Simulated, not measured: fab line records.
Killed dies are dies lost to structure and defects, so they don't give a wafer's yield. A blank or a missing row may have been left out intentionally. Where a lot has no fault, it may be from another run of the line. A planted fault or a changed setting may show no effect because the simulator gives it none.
Split-lot trial | flow n5 finfet | 7 lots, 21 wafers read, on a route of 1938 steps

SPLIT DETAILS
At N5_BEOL_M0_SAQP_COAT_72 (time 60 s, resist thk 15 nm), the setting spin rpm was moved away from the recipe's 1500 rpm on 10 of the 21 wafers read, by -6.2% to +5.4%. All remaining wafers had this setting at the recipe value.

The split's own step is where the reading is taken.

THE READING
SiARC_of_BEOL_M0_SAQP_COAT_72.thk nm (the simulator's own value, which no gauge read), in nm, at N5_BEOL_M0_SAQP_COAT_72 (time 60 s, resist thk 15 nm). There is no usual value for it anywhere in the file. The 11 wafers here that ran the recipe average 15.0 nm, standard deviation 0.057 nm.

wafer  | tool, chamber at the split | spin rpm as run, rpm | against the recipe | SiARC_of_BEOL_M0_SAQP_COAT_72.thk nm, nm | against lot-mates on the recipe
L075.1 | litho track-03, 0          | 1500                 | recipe             | 15                                       | -
L075.3 | litho track-03, 0          | 1500                 | recipe             | 14.8                                     | -
L075.4 | litho track-03, 0          | 1568                 | +4.5%              | 14.6                                     | -0.3
L083.1 | litho track-02, 0          | 1581                 | +5.4%              | 14.6                                     | -0.4
L083.3 | litho track-02, 0          | 1581                 | +5.4%              | 14.8                                     | -0.2
L083.4 | litho track-02, 0          | 1500                 | recipe             | 15                                       | -
L085.1 | litho track-02, 0          | 1500                 | recipe             | 15                                       | -
L085.3 | litho track-02, 0          | 1434                 | -4.4%              | 15.4                                     | +0.4
L085.4 | litho track-02, 0          | 1434                 | -4.4%              | 15.4                                     | +0.4
L088.1 | litho track-02, 0          | 1500                 | recipe             | 15                                       | -
L088.3 | litho track-02, 0          | 1500                 | recipe             | 15                                       | -
L088.6 | litho track-02, 0          | 1447                 | -3.5%              | 15.2                                     | +0.2
L091.1 | litho track-05, 0          | 1437                 | -4.2%              | 15.4                                     | no lot-mate on the recipe
L091.5 | litho track-05, 0          | 1437                 | -4.2%              | 15.4                                     | no lot-mate on the recipe
L091.4 | litho track-05, 0          | 1437                 | -4.2%              | 15.2                                     | no lot-mate on the recipe
L095.3 | litho track-05, 0          | 1407                 | -6.2%              | 15.6                                     | +0.6
L095.4 | litho track-05, 0          | 1500                 | recipe             | 15                                       | -
L095.6 | litho track-05, 0          | 1500                 | recipe             | 15                                       | -
L096.1 | litho track-05, 0          | 1500                 | recipe             | 15                                       | -
L096.5 | litho track-05, 0          | 1500                 | recipe             | 15                                       | -
L096.6 | litho track-05, 0          | 1500                 | recipe             | 15                                       | -

THE FIT
A straight line over all 21 wafers: SiARC_of_BEOL_M0_SAQP_COAT_72.thk nm changes by -0.0771 nm for each +1% of spin rpm; r = -0.95; the points scatter about the line by 0.087 nm.
The same after taking each lot's own level away (the mean of its wafers on the recipe; 18 wafers): -0.074 nm for each +1%; r = -0.96; scatter 0.072 nm.
Per that fit: largest spin rpm move, reading shift of 0.46 nm.
The lots' own levels span 14.90 to 15.00 nm, that is 1.7 times the standard deviation above.
The two slopes agree, so the slope changes little with the lot-to-lot level.
Check: +0.441 nm against its lot-mates is what the line predicts for one of the wafers moved furthest among these (-6.2%) when that wafer is left out of the fit. Against them it came out at +0.6 nm.

THESE WAFERS: OTHER SPLITS
Before the reading, these wafers also passed through other splits. Each is held against what the fit with the lots' levels taken away leaves over:
other split on the same wafers           | wafers away from the commonest value | r with SiARC_of_BEOL_M0_SAQP_COAT_72.thk nm (lot level and that fit taken away)
N5_WELL_APT_COAT_02 spin rpm             | 8                                    | +0.07
N5_PMOS_HMC_CHANNEL_EPI_HM_DEP_34 time s | 6                                    | +0.11
N5_DUMMY_GATE_COAT_35 spin rpm           | 7                                    | +0.05
N5_SD_EPI_N_ETCH_45 target depth a       | 7                                    | +0.41
N5_ILD0_CMP_03 down force psi            | 6                                    | +0.42
N5_HKMG_FIN_EXPOSE_46 dose mj            | 8                                    | +0.43
N5_HKMG_FIN_DEVELOP_48 develop time s    | 5                                    | -0.26
N5_MOL_CONTACT_COAG_EXPOSE_05 dose mj    | 5                                    | -0.17
N5_MOL_CONTACT_COAG_PECVD_31 temp c      | 11                                   | +0.00
N5_MOL_CONTACT_COAG_EXPOSE_81 dose mj    | 6                                    | -0.19
N5_MOL_CONTACT_COAG_CVD_140 target thk a | 9                                    | -0.27

THE FILE'S OWN FIT
SiARC_of_BEOL_M0_SAQP_COAT_72.thk nm changes by -0.0764 nm for each +1% of spin rpm, r = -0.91.
